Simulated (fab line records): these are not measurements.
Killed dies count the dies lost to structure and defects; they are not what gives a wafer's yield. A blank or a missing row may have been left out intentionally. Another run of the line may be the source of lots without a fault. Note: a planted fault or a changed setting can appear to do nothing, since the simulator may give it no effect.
Comparing a struck lot with a sound one	flow nand_harc	15 out of 1159 route steps
Sound: these wafers, L532.1, L532.4, L532.6. Struck: wafer L531.6. (L531.1, L531.3 of the same lot were not struck and are left out.) The cause comes at the end.
For every step that has rows: the tool of each side, followed by ch and its chambers, followed by its first start. Under that, the readings that differ: sound wafers	struck wafers	difference of the means	sigmas: that difference in standard deviations of wafers without a fault.
alike: same words and numbers on both sides, and readings whose means sit less than 2 such deviations apart. not compared: any withheld reading, any reading some wafer has no value for, any bound like >300 that may hide the same value, and any number with overlapping values for which the record gives no deviation.
A row with sigmas, a row that says differs or no value, or rows on one side alone: a step with any of these is where the two part. Numbers that don't overlap but have no deviation are shown without sigmas and don't part them. Lack of a reading on every wafer of one side parts them only where that side has two or more wafers.

first, 8 steps without rows for these wafers: NHARC_A_BLC_COAT_02 (time 75 s); NHARC_A_BLC_COAT_03 (time 65 s); NHARC_A_BLC_COAT_04 (resist thk 90 nm); NHARC_A_BLC_SOFTBAKE_05 (time 55 s); NHARC_A_BLC_EBR_06; NHARC_A_BLC_EXPOSE_07 (exposes mask A BLC, target cd 100 nm); NHARC_A_BLC_PEB_08 (peb time 65 s); NHARC_A_BLC_DEVELOP_09 (develop time 35 s).
NHARC_A_BLC_CD_MEAS_10: target cd 100 nm.
  sound on cd_sem-03 ch 0, day 18 17:53; struck on cd_sem-03 ch 0, day 19 03:38
  alike: cd_nm
NHARC_A_BLC_OVL_MEAS_11:
  sound on overlay-02 at day 18 17:59; struck on overlay-02 at day 19 03:44
reading	sound	struck	difference	sigmas
overlay_x_nm (nm)	0.8 0.8 0.4	-1.0	-1.7	-2
  alike: overlay_y_nm
NHARC_A_BLC_INSPECT_12:
  sound on defect_inspect-02 at day 18 18:01; struck on defect_inspect-02 at day 19 03:46
  alike: raw_defect_count
NHARC_A_BLC_DESCUM_15: chemistry O2, time 3 s.
  sound on rie_diel-05 ch 0,2,3, day 18 18:05; struck on rie_diel-05 ch 3, day 19 03:50
  alike: drypump_motor_current_A, oes_product_au, rf_vpp_V, showerhead_plenum_p_Torr, throttle_valve_pct
  not compared: rf_hours_counter_h
NHARC_A_BLC_ETCH_16: etches the open film in CF4, target depth 39 nm, time 65 s.
  sound on rie_diel-05 ch 0,1,3, day 18 18:10; struck on rie_diel-05 ch 0, day 19 04:07
reading	sound	struck	difference	sigmas
oes_product_au (a.u.)	1.003 0.997 1.006	0.843	-0.159	-18
  alike: drypump_motor_current_A, rf_vpp_V, showerhead_plenum_p_Torr, throttle_valve_pct
  not compared: rf_hours_counter_h
NHARC_A_BLC_ETCH_17: etches the open film in N2/H2, target depth 390 nm, time 609.38 s.
  sound: rie_diel-05 ch 0,2,3; struck: rie_diel-05 ch 2
  alike: drypump_motor_current_A, oes_product_au, rf_vpp_V, showerhead_plenum_p_Torr, throttle_valve_pct
  not compared: rf_hours_counter_h
-- break in the record here, with 3 days between the starts of the struck wafers on either side (left off in module A_BLC, picked up again in module END, where the first step shown is number 1159 on the route) --
NHARC_END_SORT_01:
  sound on prober-01 ch 0, day 21 02:16; struck on prober-02 ch 0, day 21 20:52
reading	sound	struck	difference	sigmas
hold	- - -	await_dispo/3.5h/release	no value on the sound wafers	
killed_at_array	21 20 22	114	+93	+8
killed_dies	22 23 22	118	+96	+8
  alike: killed_at_other, killed_at_periphery, killed_open, killed_short

## WHERE THEY PART
First at NHARC_A_BLC_OVL_MEAS_11; last, within this record, at NHARC_END_SORT_01.

WHY: the cause the simulator had injected
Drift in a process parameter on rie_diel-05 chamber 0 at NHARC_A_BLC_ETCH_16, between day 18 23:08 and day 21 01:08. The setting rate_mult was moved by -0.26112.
